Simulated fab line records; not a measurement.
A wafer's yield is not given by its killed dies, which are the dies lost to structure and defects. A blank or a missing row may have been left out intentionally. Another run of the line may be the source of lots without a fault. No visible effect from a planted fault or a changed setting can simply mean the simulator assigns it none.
Which tool did it? :: flow n5-finfet :: 12 lots, 36 wafers sampled, at 4 steps of a route of 1938

WHAT THE GAUGES READ, wafer by wafer
N5_BEOL_M5_THK_MEAS_53: measures by xrf.
lot: L075
measured: day 8 14:50
on: film-metro-02
M5_THK (nm): 60.1 61.7 60.0

lot: L077
measured: day 8 21:14
on: film-metro-02
M5_THK (nm): 63.5 62.5 61.5

lot: L079
measured: day 9 14:36
on: film-metro-01
M5_THK (nm): 62.2 63.4 62.2

lot: L081
measured: day 10 01:28
on: film-metro-02
M5_THK (nm): 59.4 59.7 59.3

lot: L083
measured: day 10 12:57
on: film-metro-02
M5_THK (nm): 63.1 63.8 61.2

lot: L085
measured: day 11 06:49
on: film-metro-02
M5_THK (nm): 61.1 61.6 62.9

lot: L087
measured: day 11 20:23
on: film-metro-02
M5_THK (nm): 64.1 63.3 61.9

lot: L088
measured: day 12 19:43
on: film-metro-02
M5_THK (nm): 65.0 61.5 66.1

lot: L092
measured: day 13 05:11
on: film-metro-02
M5_THK (nm): 65.2 62.5 66.1

lot: L093
measured: day 14 01:14
on: film-metro-02
M5_THK (nm): 63.0 62.4 62.0

lot: L097
measured: day 14 10:57
on: film-metro-01
M5_THK (nm): 63.2 65.9 63.9

lot: L096
measured: day 14 17:04
on: film-metro-01
M5_THK (nm): 65.6 65.0 64.9

WHAT TOOL EACH LOT RAN ON (gives the tool, then ch and the chambers of the sampled wafers, and finally the start)
lot: L075
N5_BEOL_M5_DESCUM_33: rie-diel-01 ch 0,2,3, day 8 07:35
N5_BEOL_M5_ALD_86: ald-metal-03 ch 0,1,2, day 8 09:03
N5_BEOL_M5_ANNEAL_84: pvd-sputter-02, day 8 11:57

lot: L077
N5_BEOL_M5_DESCUM_33: rie-diel-06 ch 1,2,3, day 8 13:31
N5_BEOL_M5_ALD_86: ald-metal-01 ch 1,2, day 8 15:05
N5_BEOL_M5_ANNEAL_84: pvd-sputter-01, day 8 17:56

lot: L079
N5_BEOL_M5_DESCUM_33: rie-diel-01 ch 0,1,3, day 9 05:02
N5_BEOL_M5_ALD_86: ald-metal-03 ch 0,2, day 9 06:26
N5_BEOL_M5_ANNEAL_84: pvd-sputter-03, day 9 11:32

lot: L081
N5_BEOL_M5_DESCUM_33: rie-diel-02 ch 2,3, day 9 18:13
N5_BEOL_M5_ALD_86: ald-metal-01 ch 1,2,3, day 9 19:37
N5_BEOL_M5_ANNEAL_84: pvd-sputter-02, day 9 22:34

lot: L083
N5_BEOL_M5_DESCUM_33: rie-diel-01 ch 0,3, day 10 04:31
N5_BEOL_M5_ALD_86: ald-metal-03 ch 0,1, day 10 07:21
N5_BEOL_M5_ANNEAL_84: pvd-sputter-03, day 10 10:03

lot: L085
N5_BEOL_M5_DESCUM_33: rie-diel-01 ch 1,3, day 10 21:53
N5_BEOL_M5_ALD_86: ald-metal-03 ch 1,2, day 10 23:11
N5_BEOL_M5_ANNEAL_84: pvd-sputter-01, day 11 03:40

lot: L087
N5_BEOL_M5_DESCUM_33: rie-diel-02 ch 0,1, day 11 13:38
N5_BEOL_M5_ALD_86: ald-metal-02 ch 2,3, day 11 14:44
N5_BEOL_M5_ANNEAL_84: pvd-sputter-01, day 11 17:30

lot: L088
N5_BEOL_M5_DESCUM_33: rie-diel-01 ch 1,2,3, day 12 11:26
N5_BEOL_M5_ALD_86: ald-metal-02 ch 0,2,3, day 12 14:04
N5_BEOL_M5_ANNEAL_84: pvd-sputter-01, day 12 16:50

lot: L092
N5_BEOL_M5_DESCUM_33: rie-diel-02 ch 0,3, day 12 21:47
N5_BEOL_M5_ALD_86: ald-metal-02 ch 0,1,3, day 12 23:29
N5_BEOL_M5_ANNEAL_84: pvd-sputter-01, day 13 02:17

lot: L093
N5_BEOL_M5_DESCUM_33: rie-diel-06 ch 2,3, day 13 18:18
N5_BEOL_M5_ALD_86: ald-metal-03 ch 0,1, day 13 19:34
N5_BEOL_M5_ANNEAL_84: pvd-sputter-01, day 13 22:21

lot: L097
N5_BEOL_M5_DESCUM_33: rie-diel-02 ch 1,2,3, day 14 03:40
N5_BEOL_M5_ALD_86: ald-metal-03 ch 0,1,2, day 14 05:04
N5_BEOL_M5_ANNEAL_84: pvd-sputter-01, day 14 07:53

lot: L096
N5_BEOL_M5_DESCUM_33: rie-diel-06 ch 1,2,3, day 14 09:58
N5_BEOL_M5_ALD_86: ald-metal-02 ch 2,3, day 14 11:08
N5_BEOL_M5_ANNEAL_84: pvd-sputter-03, day 14 14:02
- N5_BEOL_M5_DESCUM_33: chemistry O2, time 7 s.
- N5_BEOL_M5_ALD_86: deposits TaN, pulse time 2 s, purge time 3 s, co reactant purge time 2 s.
- N5_BEOL_M5_ANNEAL_84: time 1800 s.

THE ANSWER, worked out from the rows above alone
Rule: the usual values come from the lots themselves. The widest of any qualifying gaps counts: lots, ordered by their means at a reading, are off when they make up no more than a third of the lots, leave a main group of 4 or more, and stand apart from it by 3 or more times the standard deviation of that group's means. The tables above print the reading to a certain number of digits; a main group whose means all agree to those digits is not used. Also off: a lot with no number at a reading for which 4 or more lots have one. Any other lot the step has rows for is counted as sound.
None of the lots is off at any reading shown; this tells nothing.

WHAT HAD BEEN PUT IN BY THE SIMULATOR
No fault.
